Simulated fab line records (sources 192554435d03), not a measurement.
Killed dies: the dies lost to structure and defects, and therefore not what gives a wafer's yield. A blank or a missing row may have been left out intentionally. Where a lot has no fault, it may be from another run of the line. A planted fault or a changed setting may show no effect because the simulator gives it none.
Comparing a struck lot with a sound one | flow n5 finfet | 36 out of 1938 route steps
Sound: these wafers, L475.1, L475.3, L475.4. Struck: wafer L470.3 (left out: L470.1, L470.5 of the same lot, which were not struck); the cause appears at the end.
For every step that has rows: the tool of each side, followed by ch and its chambers, followed by its first start. Under that, the readings that differ: sound wafers | struck wafers | difference of the means | sigmas: that difference in standard deviations of wafers without a fault.
alike: readings whose means differ by less than 2 such deviations, and words and numbers that are the same on both sides. not compared: withheld readings, readings that some wafer has no value for, bounds like >300 that may hide the same value, and numbers for which the record gives no deviation and whose values overlap.
A row with sigmas, a row that says differs or no value, or rows on one side alone: a step with any of these is where the two part. Numbers that don't overlap but have no deviation are shown without sigmas and don't part them. A reading missing from all wafers of one side parts the sides only when that side holds two or more wafers.

first, 9 steps without rows for these wafers: N5_MOL_CONTACT_COAG_SRD_128 (dry time 32 s); N5_MOL_CONTACT_COAG_CMP_52 (polishes, stops on SiO2, t overpolish 1.5 s, target thk 66.5 nm); N5_MOL_CONTACT_COAG_ANNEAL_112 (time 1800 s); N5_BEOL_M0_SAQP_PECVD_00 (deposits SiCN from 3MS/NH3, target thk 8 nm, time 14 s); N5_BEOL_M0_SAQP_ILD_DEP_01 (deposits SiOC from DEMS/O2, target thk 45.419 nm, time 8.7 s); N5_BEOL_M0_SAQP_HM_DEP_02 (deposits TiN, target thk 12 nm); N5_BEOL_M0_SAQP_PECVD_03 (deposits SiCN from 3MS/NH3, target thk 12 nm, time 21.1 s); N5_BEOL_M0_SAQP_PECVD_96 (deposits a-Si from SiH4/He, target thk 45 nm, time 45.2 s); N5_BEOL_M0_SAQP_PECVD_97 (deposits SiNx from SiH4/NH3/N2, target thk 23 nm, time 19.9 s).
N5_BEOL_M0_SAQP_PECVD_04: deposits a-Si from SiH4/He, target thk 60 nm, time 60.2 s.
  sound on pecvd-01 ch 0,1,2, day 10 18:09; struck on pecvd-04 ch 0, day 9 10:30
  reading                                         | sound          | struck | difference | sigmas
  throttle valve pct (%)                          | 17.2 18.0 17.6 | 19.2   | +1.6       | +2
  model.a-Si_of_BEOL_M0_SAQP_PECVD_04.thk nm (nm) | 59.8 59.2 60   | 43.8   | -15.9      |
  alike: heater power w, showerhead plenum p Torr
N5_BEOL_M0_SAQP_THK_MEAS_05:
  struck on film metro-02, day 9 10:36; sound on film metro-01, day 10 18:15
  reading     | sound          | struck | difference | sigmas
  thk nm (nm) | 59.7 59.1 60.1 | 43.8   | -15.8      | -19
then, 15 steps without rows for these wafers: N5_BEOL_M0_SAQP_HM_DEP_111 (deposits SiO2 from SiH4/N2O, target thk 12 nm, time 7.2 s); N5_BEOL_M0_SAQP_COAT_81 (time 60 s, resist thk 100 nm); N5_BEOL_M0_SAQP_COAT_82 (time 60 s, resist thk 30 nm); N5_BEOL_M0_SAQP_COAT_08 (resist thk 90 nm); N5_BEOL_M0_SAQP_EBR_10; N5_BEOL_M0_SAQP_SOFTBAKE_09 (time 60 s); N5_BEOL_M0_SAQP_EXPOSE_11 (exposes mask M0 CORE, target cd 42 nm); N5_BEOL_M0_SAQP_PEB_12 (peb time 60 s); N5_BEOL_M0_SAQP_DEVELOP_13 (develop time 30 s); N5_BEOL_M0_SAQP_DESCUM_19 (chemistry O2, time 7.9 s); N5_BEOL_M0_SAQP_ETCH_83 (etches SiARC in CF4, target depth 39 nm, time 65 s); N5_BEOL_M0_SAQP_ETCH_84 (etches SOC in N2/H2, target depth 100 nm, overetch 20 nm, time 150 s); N5_BEOL_M0_SAQP_STRIP_80 (strips in N2/H2); N5_BEOL_M0_SAQP_HM_OPEN_112 (chemistry CHF3/O2, target SiO2, stops on a-Si, target depth 12 nm, time 13.5 s); N5_BEOL_M0_SAQP_STRIP_113 (strips in CHF3/O2).
N5_BEOL_M0_SAQP_MANDREL_ETCH_20: etches a-Si in HBr/Cl2, stops on SiNx, target depth 60 nm, bt time 10 s, time 30 s.
  sound on rie si-02 ch 0,1,2, day 10 19:05; struck on rie si-01 ch 1, day 9 11:19
  reading                  | sound             | struck | difference | sigmas
  oes product au (a.u.)    | 0.765 0.758 0.771 | 0.641  | -0.124     | -9
  rf hours counter h (h)   | 171 103 87        | 2      | -118       |
  throttle valve pct (%)   | 35.21 35.01 35.22 | 36.07  | +0.92      | +4
  model.etch.depth nm (nm) | 59.71 59.06 59.96 | 43.76  | -15.82     |
  alike: drypump motor current A, he backside leak sccm
then, 5 steps without rows for these wafers: N5_BEOL_M0_SAQP_STRIP_86 (strips in N2/H2); N5_BEOL_M0_SAQP_STRIP_115 (strips in post etch residue remover, time 60 s); N5_BEOL_M0_SAQP_SRD_93 (time 30 s); N5_BEOL_M0_SAQP_RECESS_114 (chemistry HF/NH3, target SiO2, target depth 14.4 nm, afs cycles 3, sublimation time 60 s); N5_BEOL_M0_SAQP_SPACER1_ALD_98 (deposits SiO2, target thk 12.8 nm, pulse time 1 s, purge time 2 s).
N5_BEOL_M0_SAQP_SPACER1_ETCHBACK_99: etches SiO2 in CHF3/O2, target depth 15.4 nm, time 7.7 s.
  sound on rie diel-05 ch 0,1,2, day 10 20:11; struck on rie diel-02 ch 3, day 9 12:25
  reading                                         | sound        | struck | difference | sigmas
  rf hours counter h (h)                          | 57 213 158   | 13     | -130       |
  model.a-Si_of_BEOL_M0_SAQP_PECVD_04.thk nm (nm) | 59 58.4 59.4 | 43.2   | -15.7      |
  alike: drypump motor current A, oes_f_703_au, oes product au, rf vpp V, showerhead plenum p Torr, throttle valve pct
then, 1 step without rows for these wafers: N5_BEOL_M0_SAQP_MANDREL1_REMOVE_100 (chemistry HBr/Cl2/O2, target a-Si, stops on SiNx, bt time 10 s).
-- record jumps: 3 days separate the struck wafers' starts on either side; left off in module BEOL_M0_SAQP, taken up again in module BEOL_M4, whose first shown step is the route's number 1111 --
N5_BEOL_M4_RC_MEAS_101:
  sound on prober-01 ch 0, day 13 10:23; struck on prober-01 ch 0, day 12 09:32
  alike: DIBL_N, DIBL_P, IOFF_N, IOFF_P, ION_N, ION_P, SS_N, SS_P, VT_N, VT_P
-- here the record skips 4 days between the struck wafers' starts before and after, leaving off in module BEOL_M4 and picking up in module PASSIVATION (first step shown: number 1936 of the route) --
N5_PASSIVATION_PROBE_49:
  record: rows for the struck wafers here (prober-01, day 16 19:28), none for the sound ones

WHERE THEY PART
Last at N5_PASSIVATION_PROBE_49 as far as this record goes, first at N5_BEOL_M0_SAQP_PECVD_04.

WHY: what the simulator had put in
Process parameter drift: pecvd-04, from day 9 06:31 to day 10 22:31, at N5_BEOL_M0_SAQP_PECVD_04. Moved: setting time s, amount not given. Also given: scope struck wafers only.
